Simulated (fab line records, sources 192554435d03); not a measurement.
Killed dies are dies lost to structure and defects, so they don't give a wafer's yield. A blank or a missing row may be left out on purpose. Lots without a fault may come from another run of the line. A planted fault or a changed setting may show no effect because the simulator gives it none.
Which tool did it? | flow n5_finfet | 9 lots, 27 wafers sampled, at 5 steps of a route of 1938

WHAT THE GAUGES READ, wafer by wafer
The record holds no reading of a measuring or inspecting step that can be judged against a usual standard deviation.

WHICH TOOL RAN EACH LOT (tool, then ch and the chambers of the sampled wafers, then the start)
lot  | N5_GATE_CUT_ETCH_47              | N5_MIM_BOT_ETCH_ETCH_04            | N5_PASSIVATION_DESCUM_12           | N5_PASSIVATION_ETCH_59            | N5_PASSIVATION_PROBE_49
L377 | rie_metal-02 ch 0, day 4 11:26   | rie_diel-06 ch 0,3, day 12 20:57   | rie_diel-02 ch 0,2,3, day 12 23:02 | rie_metal-03 ch 0,1, day 13 01:23 | -
L378 | rie_metal-03 ch 1, day 4 18:11   | rie_diel-06 ch 0,2,3, day 12 21:05 | rie_diel-03 ch 1,2, day 12 22:43   | rie_metal-01 ch 0,1, day 13 01:19 | -
L379 | rie_metal-02 ch 0,1, day 5 03:31 | rie_diel-04 ch 0,1,2, day 13 01:53 | rie_diel-02 ch 1,2,3, day 13 03:25 | rie_metal-03 ch 0,1, day 13 05:23 | -
L382 | rie_metal-02 ch 0,1, day 5 18:02 | rie_diel-06 ch 0,1,3, day 14 16:43 | rie_diel-02 ch 0,1,3, day 14 19:10 | rie_metal-03 ch 0,1, day 15 00:25 | -
L384 | rie_metal-02 ch 1, day 6 08:31   | rie_diel-06 ch 0,2,3, day 15 01:53 | rie_diel-05 ch 0,2,3, day 15 03:45 | rie_metal-02 ch 0,1, day 15 05:37 | -
L388 | rie_metal-02 ch 0,1, day 7 11:16 | rie_diel-01 ch 0,3, day 17 03:46   | rie_diel-02 ch 1,2, day 17 07:35   | rie_metal-02 ch 0,1, day 17 11:13 | -
L390 | rie_metal-02 ch 0,1, day 8 00:31 | rie_diel-01 ch 0,2,3, day 17 16:45 | rie_diel-05 ch 0,1,2, day 17 19:36 | rie_metal-02 ch 0,1, day 17 21:44 | prober-02, day 18 02:06
L391 | rie_metal-02 ch 0,1, day 8 03:23 | rie_diel-01 ch 2,3, day 17 07:10   | rie_diel-05 ch 0,1, day 17 10:29   | rie_metal-02 ch 0,1, day 17 12:33 | prober-01, day 17 17:28
L392 | rie_metal-02 ch 0, day 8 11:18   | rie_diel-06 ch 0,1, day 17 22:16   | rie_diel-05 ch 0,1, day 18 01:04   | rie_metal-01 ch 0, day 18 03:46   | prober-01, day 18 08:39
- N5_GATE_CUT_ETCH_47: etches SiO2 in Cl2/BCl3, target depth 10 nm.
- N5_MIM_BOT_ETCH_ETCH_04: etches SiNx in CF4/O2, target depth 26 nm, time 13 s.
- N5_PASSIVATION_DESCUM_12: chemistry O2, time 7.9 s.
- N5_PASSIVATION_ETCH_59: etches TaN in Cl2/BCl3, target depth 65 nm, time 34.9 s.
- N5_PASSIVATION_PROBE_49

WHAT THE TOOLS THEMSELVES READ (means of the sampled wafers that have a number; where no wafer has one, the mark that the record gives instead)
N5_GATE_CUT_ETCH_47.
lot  | tool         | bias_w (W) | drypump_motor_current_A (A) | oes_product_au (a.u.) | rf_fwd_power_W (W) | throttle_valve_pct (%)
L377 | rie_metal-02 | 126.1      | 6.5                         | 0.60                  | 978                | 22.94
L378 | rie_metal-03 | 125.7      | 6.7                         | 0.85                  | 977                | 22.61
L379 | rie_metal-02 | 126.0      | 5.9                         | 0.67                  | 981                | 23.01
L382 | rie_metal-02 | 125.9      | 6.2                         | 0.64                  | 979                | 22.99
L384 | rie_metal-02 | 126.2      | 5.6                         | 0.71                  | 978                | 23.06
L388 | rie_metal-02 | 125.5      | 6.2                         | 0.88                  | 982                | 22.73
L390 | rie_metal-02 | 126.5      | 6.3                         | 0.88                  | 979                | 22.73
L391 | rie_metal-02 | 125.8      | 6.2                         | 0.88                  | 975                | 22.73
L392 | rie_metal-02 | 126.3      | 6.6                         | 0.95                  | 982                | 22.56

N5_MIM_BOT_ETCH_ETCH_04.
lot  | tool        | bias_w (W) | cf4_flow_sccm (sccm) | drypump_motor_current_A (A) | oes_product_au (a.u.) | rf_fwd_power_W (W) | rf_vpp_V (V) | showerhead_plenum_p_Torr (Torr) | throttle_valve_pct (%)
L377 | rie_diel-06 | 49.02      | 99.85                | 5.1                         | 0.81                  | 530.3              | 244          | 2.19                            | 15.66
L378 | rie_diel-06 | 48.81      | 99.78                | 5.2                         | 0.81                  | 530.1              | 239          | 2.19                            | 15.67
L379 | rie_diel-04 | 49.04      | 99.95                | 6.1                         | 0.76                  | 530.7              | 241          | 2.23                            | 16.04
L382 | rie_diel-06 | 48.94      | 99.85                | 5.2                         | 0.86                  | 528.9              | 245          | 2.26                            | 15.74
L384 | rie_diel-06 | 48.95      | 100.06               | 5.2                         | 0.87                  | 529.7              | 241          | 2.27                            | 15.55
L388 | rie_diel-01 | 48.92      | 100.23               | 5.7                         | 0.79                  | 531.8              | 238          | 2.29                            | 15.68
L390 | rie_diel-01 | 48.93      | 99.97                | 5.7                         | 0.77                  | 533.2              | 237          | 2.27                            | 15.75
L391 | rie_diel-01 | 48.98      | 100.37               | 5.7                         | 0.75                  | 532.8              | 234          | 2.26                            | 15.80
L392 | rie_diel-06 | 48.98      | 100.41               | 5.4                         | 0.77                  | 529.1              | 244          | 2.20                            | 15.94

N5_PASSIVATION_DESCUM_12.
lot  | tool        | drypump_motor_current_A (A) | oes_product_au (a.u.) | rf_fwd_power_W (W) | rf_vpp_V (V) | showerhead_plenum_p_Torr (Torr) | temp_c (C) | throttle_valve_pct (%)
L377 | rie_diel-02 | 5.5                         | 0.79                  | 49.64              | 243.5        | 2.10                            | 39.94      | 20.20
L378 | rie_diel-03 | 6.1                         | 0.91                  | 49.64              | 243.4        | 2.07                            | 39.99      | 19.93
L379 | rie_diel-02 | 6.0                         | 0.72                  | 49.53              | 242.9        | 2.05                            | 39.96      | 20.47
L382 | rie_diel-02 | 5.8                         | 0.78                  | 49.71              | 242.4        | 2.04                            | 40.05      | 20.30
L384 | rie_diel-05 | 5.3                         | 0.93                  | 49.55              | 244.2        | 2.15                            | 40.04      | 20.33
L388 | rie_diel-02 | 5.9                         | 0.69                  | 49.61              | 243.2        | 2.10                            | 40.00      | 20.50
L390 | rie_diel-05 | 5.5                         | 0.85                  | 49.63              | 244.1        | 2.16                            | 40.07      | 20.35
L391 | rie_diel-05 | 5.5                         | 0.82                  | 49.66              | 243.6        | 2.14                            | 39.94      | 20.27
L392 | rie_diel-05 | 5.5                         | 0.84                  | 49.58              | 243.9        | 2.09                            | 39.95      | 20.38

N5_PASSIVATION_ETCH_59.
lot  | tool         | bias_w (W) | drypump_motor_current_A (A) | oes_product_au (a.u.) | rf_fwd_power_W (W) | throttle_valve_pct (%)
L377 | rie_metal-03 | 100.2      | 6.4                         | 0.81                  | 897.4              | 20.99
L378 | rie_metal-01 | 100.1      | 5.3                         | 0.74                  | 892.2              | 21.13
L379 | rie_metal-03 | 99.8       | 6.1                         | 0.83                  | 892.9              | 20.95
L382 | rie_metal-03 | 99.8       | 6.4                         | 0.79                  | 892.6              | 21.01
L384 | rie_metal-02 | 100.2      | 6.1                         | 0.80                  | 892.4              | 21.10
L388 | rie_metal-02 | 100.2      | 5.9                         | 0.72                  | 895.8              | 21.30
L390 | rie_metal-02 | 100.3      | 6.2                         | 0.79                  | 893.9              | 21.11
L391 | rie_metal-02 | 100.0      | 5.9                         | 0.72                  | 894.9              | 21.30
L392 | rie_metal-01 | 100.0      | 5.5                         | 0.72                  | 891.6              | 21.18

N5_PASSIVATION_PROBE_49.
lot  | tool      | defect_limited_yield (%) | killed_at_M0_to_M3 | killed_at_M4_up | killed_at_contacts | killed_at_front_end | killed_at_other | killed_dies | killed_on_rim | killed_open | killed_short | sort_bin_5_function (%) | sort_bin_6_memory (%) | sort_bin_8_speed (%) | sort_n_pass | sort_yield_pct (%)
L390 | prober-02 | 85.2                     | 26                 | 11              | 6                  | 129                 | 2.7             | 174         | 28            | 57          | 21           | 8.3                     | 3.3                   | 0.00                 | 1006        | 85.2
L391 | prober-01 | 84.5                     | 25                 | 9               | 14                 | 133                 | 1.3             | 183         | 27            | 62          | 29           | 8.8                     | 4.0                   | 0.00                 | 997         | 84.5
L392 | prober-01 | 86.2                     | 35                 | 14              | 9                  | 101                 | 3.3             | 162         | 31            | 60          | 32           | 7.7                     | 3.5                   | 0.00                 | 1018        | 86.2

THE ANSWER, worked out from the rows above alone
Rule: what is usual is taken from the lots themselves. Put in order of their means at a reading, lots are off if they are a third of the lots or fewer, leave a main group of 4 or more, and stand apart from it by a gap of 3 or more times the standard deviation of the main group's means; of several such gaps the widest counts. A main group whose means are all the same, to the digits that the tables above print for the reading, isn't used. A lot without any number at a reading at which 4 lots or more have one is off too. The other lots that the step has rows for count as sound. The gauges are gone through in route order, then the tools' own readings, and for those a lot's mean is taken as printed above. The first step at which some lot is off is used, and at that step the reading that is off furthest; a lot without a number counts as furthest.
No lot is off at any reading shown: from this, nothing can be told.

WHAT THE SIMULATOR HAD PUT IN
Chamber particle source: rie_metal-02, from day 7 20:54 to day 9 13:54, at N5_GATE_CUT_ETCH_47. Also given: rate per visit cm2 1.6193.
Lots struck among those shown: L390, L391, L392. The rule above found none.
